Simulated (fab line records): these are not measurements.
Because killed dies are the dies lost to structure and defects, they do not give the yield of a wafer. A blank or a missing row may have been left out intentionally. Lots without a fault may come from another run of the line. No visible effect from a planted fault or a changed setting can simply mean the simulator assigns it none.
Problem report in the 8D (eight disciplines) form, filled by code + flow nandHarc + the parts of the form that need people (team, actions taken, sign-off) are left out

## 1. PROBLEM STATEMENT
A mean of 95.7 % is read at NHARC_END_SORT_01 for sort_bin_2_pct, taken on 1 wafer of 1 lot, against 1.5 % (standard deviation 0.65) on wafers free of any fault. So: +99 or more standard deviations from the usual mean.
The first sign was on wafer L448.4 at day 24 00:49, on prober-02. The record holds 3 wafers of 1 lot with a number at this step. Rule for "out", or "out of limits": more than 4 standard deviations from the usual mean. The other wafers with a number count as sound.

## 2. WHAT IT IS; WHAT IT IS NOT
| question                    | is                                                                                                      | is not                                                                                    |
|-----------------------------|---------------------------------------------------------------------------------------------------------|-------------------------------------------------------------------------------------------|
| which readings at this step | sort_bin_2_pct, defectLimitedYield, killedAtArray, killedDies, sortNPass, sortRimYieldPct, sortYieldPct | killedAtOther, killedAtPeriphery, killedOpen, killedShort, sort_bin_3_pct, sort_bin_4_pct |
| which lots                  | L448                                                                                                    | -                                                                                         |
| which wafers of those lots  | L448.4                                                                                                  | L448.1, L448.6                                                                            |
| read on which gauges        | prober-02                                                                                               | -                                                                                         |
| when                        | from day 24 00:49                                                                                       | up to then (1 sound wafer); but 1 sound wafer of L448 came after                          |

## 3. WHAT RULES OUT EACH SUSPECT
Counting: any tool at a process step up to the reading remains a suspect provided it ran every lot that is out. Sound lots after the first of them don't rule it out here, since some wafers of a struck lot are sound.
- the gauge at NHARC_END_SORT_01: ruled out. All the wafers that are out were read on prober-02, but those of them that NHARC_A_M0_ETCH_15 has rows for are out there too, on other tools.
- rieDiel-12 at NHARC_A_BLC_STRIP_29 (strips in CF4): kept. It ran the lot that is out, L448 (day 21 16:20).
- rieDiel-11 at NHARC_A_M0_ETCH_15 (etches the open film in C4F8/Ar, target depth 150 nm, overetch 15 nm, time 82.5 s): kept. It ran the lot that is out, L448 (day 21 19:27). On those wafers its own readings are out: oesProductAu.
- rieDiel-11 at NHARC_A_M0_STRIP_18 (strips in N2/H2): kept. It ran the lot that is out, L448 (day 21 19:41).
- Within rieDiel-12 at NHARC_A_BLC_STRIP_29, the wafers that are out were processed in chamber 1 and their sound lot-mates in chamber 2.
Left after counting: rieDiel-12 at NHARC_A_BLC_STRIP_29, rieDiel-11 at NHARC_A_M0_ETCH_15, rieDiel-11 at NHARC_A_M0_STRIP_18.

## 4. THE CAUSE (what the simulator had put in)
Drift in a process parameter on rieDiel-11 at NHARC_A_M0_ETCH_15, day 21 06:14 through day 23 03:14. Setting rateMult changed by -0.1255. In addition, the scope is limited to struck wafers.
This tool is one of the 3 suspects left after counting.

## 5. THE CHAIN OF EFFECTS, in route order
Each row: a reading whose mean over the struck wafers that have a number lies more than 3 standard deviations from the usual. Scope: only readings with a usual standard deviation given in the record; hours: median across lots of the time from each lot's start at the first step in this table that gives one to its start at this step; sigmas: change in usual standard deviations.
| hours | step               | reading            | usual      | on struck wafers | change | sigmas      |
|-------|--------------------|--------------------|------------|------------------|--------|-------------|
| 0     | NHARC_A_M0_ETCH_15 | oesProductAu       | 0.956 a.u. | 0.856            | -0.100 | -5.0        |
| 53    | NHARC_END_SORT_01  | defectLimitedYield | 95.1 %     | 1.0              | -94.1  | -52         |
| 53    | NHARC_END_SORT_01  | killedAtArray      | 29         | 669              | +640   | +58         |
| 53    | NHARC_END_SORT_01  | killedDies         | 33         | 670              | +637   | +53         |
| 53    | NHARC_END_SORT_01  | sort_bin_2_pct     | 1.5 %      | 95.7             | +94.2  | +99 or more |
| 53    | NHARC_END_SORT_01  | sortNPass          | 644        | 7                | -637   | -53         |
| 53    | NHARC_END_SORT_01  | sortRimYieldPct    | 97.5 %     | 0.0              | -97.5  | -51         |
| 53    | NHARC_END_SORT_01  | sortYieldPct       | 95.1 %     | 1.0              | -94.1  | -52         |
Process steps it contains:
- NHARC_A_M0_ETCH_15: etches the open film in C4F8/Ar, target depth 150 nm, overetch 15 nm, time 82.5 s.

## 6. WHAT WOULD HAVE CAUGHT IT SOONER
In this record the first reading out of limits at a measuring or inspecting step was taken at day 24 00:49, 67 hours after the fault began at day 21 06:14.
The tool's own readings at NHARC_A_M0_ETCH_15 were out on every struck wafer that the step has a row for (oesProductAu): an alarm limit on them would have fired on the first of those.
Lots out: 1; all had begun NHARC_A_M0_ETCH_15 on rieDiel-11 by day 24 00:49. Holding the tool at that point would not have protected any of them.
